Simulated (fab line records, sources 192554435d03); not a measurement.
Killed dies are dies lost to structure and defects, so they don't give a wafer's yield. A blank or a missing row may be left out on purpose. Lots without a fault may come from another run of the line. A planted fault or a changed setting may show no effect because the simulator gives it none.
Chamber matching | flow n5_finfet | N5_PASSIVATION_PECVD_55 on pecvd-04: 3 sister chambers
The step deposits SiO2 from SiH4/N2O, target thk 400 nm, time 22.5 s. 6 wafers are shown with their chamber, then 7 later ones without.

WAFERS WITH THEIR CHAMBER
wafer  | chamber | throttle_valve_pct (%) | showerhead_plenum_p_Torr (Torr)
L304.4 | 0       | 57                     | 8.31
L304.6 | 0       | 56                     | 8.28
L317.3 | 2       | 49                     | 8.22
L317.4 | 1       | 54                     | 8.09
L319.3 | 2       | 50                     | 8.22
L319.4 | 1       | 54                     | 8.09

WAFERS WITHOUT THEIR CHAMBER
wafer  | throttle_valve_pct (%) | showerhead_plenum_p_Torr (Torr)
L319.6 | 49                     | 8.24
L318.2 | 49                     | 8.24
L318.3 | 57                     | 8.27
L318.5 | 50                     | 8.25
L320.2 | 49                     | 8.25
L320.4 | 57                     | 8.27
L320.6 | 50                     | 8.22

WHICH CHAMBER EACH WENT THROUGH
wafer  | from the rows above | in truth
L319.6 | 2                   | 2
L318.2 | 2                   | 2
L318.3 | 0                   | 0
L318.5 | 2                   | 2
L320.2 | 2                   | 2
L320.4 | 0                   | 0
L320.6 | 2                   | 2
Placed correctly: 7 of 7. Can't be placed from these rows: 0. Placed wrongly: 0.
How it was worked out, from the rows above alone: a wafer's distance from a chamber is the root of the sum, over the readings, of the square of ((its reading less the chamber's mean) divided by the reading's scatter). The wafer belongs to the nearest chamber; if the next one is less than 2 further off, it can't be placed. A chamber's mean is the mean of its shown wafers. The scatter: the root of (the sum of the squares of (reading less its chamber's mean) over the shown wafers, divided by (wafers less chambers)).
